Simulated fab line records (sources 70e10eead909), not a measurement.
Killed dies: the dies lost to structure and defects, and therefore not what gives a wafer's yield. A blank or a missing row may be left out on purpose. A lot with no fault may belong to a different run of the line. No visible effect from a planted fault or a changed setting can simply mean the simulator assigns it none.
Comparing a struck lot with a sound one :: flow nand-harc :: 14 steps out of a route of 1302
Sound: wafers L294.1, L294.2, L294.5. Wafers L306.4, L306.5, L306.6 were the ones struck. The cause comes at the end.
Per side, at each step with rows, come the tool, then ch with its chambers, and then its first start. Under that, the readings that differ: sound wafers :: struck wafers :: difference of the means :: sigmas: that difference in standard deviations of wafers without a fault.
alike: words and numbers the same on both sides, and readings whose means are apart by under 2 such deviations; not compared: readings that were withheld, readings missing a value for some wafer, numbers with overlapping values and no deviation given by the record, and bounds like >300 which may hide the same value.
A row with sigmas, a row that says differs or no value, or rows on one side alone: a step with any of these is where the two part. When numbers do not overlap yet have no deviation, they are printed without sigmas and do not part them. A reading that every wafer of one side lacks parts them only if that side has two wafers or more.

NHARC_P_M1_CMP_23: polishes, t overpolish 20 s, target thk 157.82 nm.
  sound on cmp-04 ch 0,1,2, day 8 21:27; struck on cmp-01 ch 1,2,3, day 13 23:48
  alike: motor-current-A, time-to-endpoint-s
NHARC_P_M1_THK_MEAS_24: measures by xrf.
  sound on film-metro-02, day 8 21:43; struck on film-metro-01, day 14 00:02
  alike: thk-nm
following that, these wafers have no rows for 1 step: NHARC_P_M1_SRD_25.
NHARC_P_M1_INSPECT_27:
  sound on defect-inspect-02, day 8 21:52; struck on defect-inspect-02, day 14 00:11
  alike: raw-defect-count
NHARC_P_M1_PRE_CLEAN_32: time 12 s.
  sound on pecvd-04 ch 0,1, day 8 21:56; struck on pecvd-04 ch 0,1,2, day 14 00:19
  alike: heater-power-w
NHARC_P_M1_DEP_33: deposits SiCN, target thk 30 nm.
  sound on pecvd-04 ch 0,1, day 8 22:01; struck on pecvd-04 ch 0,1,2, day 14 00:29
  alike: chamber-pressure-Torr, heater-power-w
then, 5 steps without rows for these wafers: NHARC_P_M2_DEP_00 (deposits SiOC, target thk 182.5 nm); NHARC_P_M2_DEHYDRATE_01 (time 120 s); NHARC_P_M2_HMDS_02 (time 30 s); NHARC_P_M2_COAT_34 (time 65 s); NHARC_P_M2_COAT_03 (resist thk 90 nm).
NHARC_P_M2_SOFTBAKE_04: time 55 s.
  sound on litho-track-04 ch 0, day 8 22:00; struck on litho-track-06 ch 0, day 14 01:00
reading: heater-power-total-W (W)
sound: 188.37 188.39 188.36
struck: 191.16 190.94 191.12
difference: +2.70
sigmas: +21

reading: plate-temp-C (C)
sound: 104.83 104.98 104.98
struck: 106.15 106.29 106.34
difference: +1.33
sigmas: +9
following that, these wafers have no rows for 1 step: NHARC_P_M2_EBR_05.
NHARC_END_SORT_01:
  the record has rows for the sound wafers here (prober-01 ch 0, day 27 15:25) and none for the struck ones

## WHERE THEY PART
At NHARC_P_M2_SOFTBAKE_04 first; at NHARC_END_SORT_01 last (within this record only).

WHY: what had been put in by the simulator
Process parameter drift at NHARC_P_M2_SOFTBAKE_04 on litho-track-06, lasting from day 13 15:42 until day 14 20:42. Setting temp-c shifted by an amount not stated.
